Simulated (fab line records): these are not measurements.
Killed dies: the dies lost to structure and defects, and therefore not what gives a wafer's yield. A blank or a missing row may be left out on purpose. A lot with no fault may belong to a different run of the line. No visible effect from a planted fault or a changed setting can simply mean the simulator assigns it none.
Matching of chambers | flow n5Finfet | uvCure-03 running N5_BEOL_M6_CURE_75: 3 sister chambers
The step cures SiCOH lowk, time 120 s. 6 wafers are shown with their chamber, then 10 later ones without.

## WAFERS, EACH WITH ITS CHAMBER
wafer  | chamber | wafer_temp_C_max | lampPowerPct (%)
L083.2 | 1       | 371.8            | 52.33
L083.6 | 1       | 371.7            | 52.27
L086.2 | 0       | 371.0            | 52.41
L086.3 | 0       | 371.3            | 52.34
L087.1 | 2       | 371.8            | 52.42
L087.3 | 2       | 371.6            | 52.23

## WAFERS WHOSE CHAMBER IS MISSING
wafer  | wafer_temp_C_max | lampPowerPct (%)
L087.4 | 370.8            | 52.27
L087.2 | 371.1            | 52.26
L087.5 | 371.1            | 52.23
L087.6 | 371.6            | 52.25
L088.1 | 371.4            | 52.38
L088.4 | 371.7            | 52.36
L088.5 | 371.6            | 52.30
L096.3 | 371.5            | 52.32
L096.5 | 371.2            | 52.36
L096.6 | 371.5            | 52.32

## EACH ONE'S CHAMBER
wafer  | from the rows above          | in truth
L087.4 | 0                            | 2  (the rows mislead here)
L087.2 | 0                            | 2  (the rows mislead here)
L087.5 | 0                            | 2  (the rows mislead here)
L087.6 | can't be placed: 2 or 1      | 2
L088.1 | can't be placed: 0 or 2 or 1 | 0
L088.4 | can't be placed: 2 or 1      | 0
L088.5 | can't be placed: 2 or 1      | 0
L096.3 | can't be placed: 2 or 1 or 0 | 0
L096.5 | 0                            | 0
L096.6 | can't be placed: 2 or 1 or 0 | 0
Correct placement for 1 of the 10. Not placeable from these rows: 6 (in 4, the candidates include the true chamber). Number placed wrongly: 3.
How it was worked out, from the rows above alone: a wafer's distance from a chamber is the root of the sum, over the readings, of the square of ((its reading less the chamber's mean) divided by the reading's scatter). The wafer belongs to the nearest chamber; if the next one is less than 2 further off, it can't be placed. The mean given for a chamber averages the wafers shown for that chamber. The scatter: take each reading less its chamber's mean, square it, sum over the shown wafers, divide by the number of wafers less the number of chambers, and take the root.
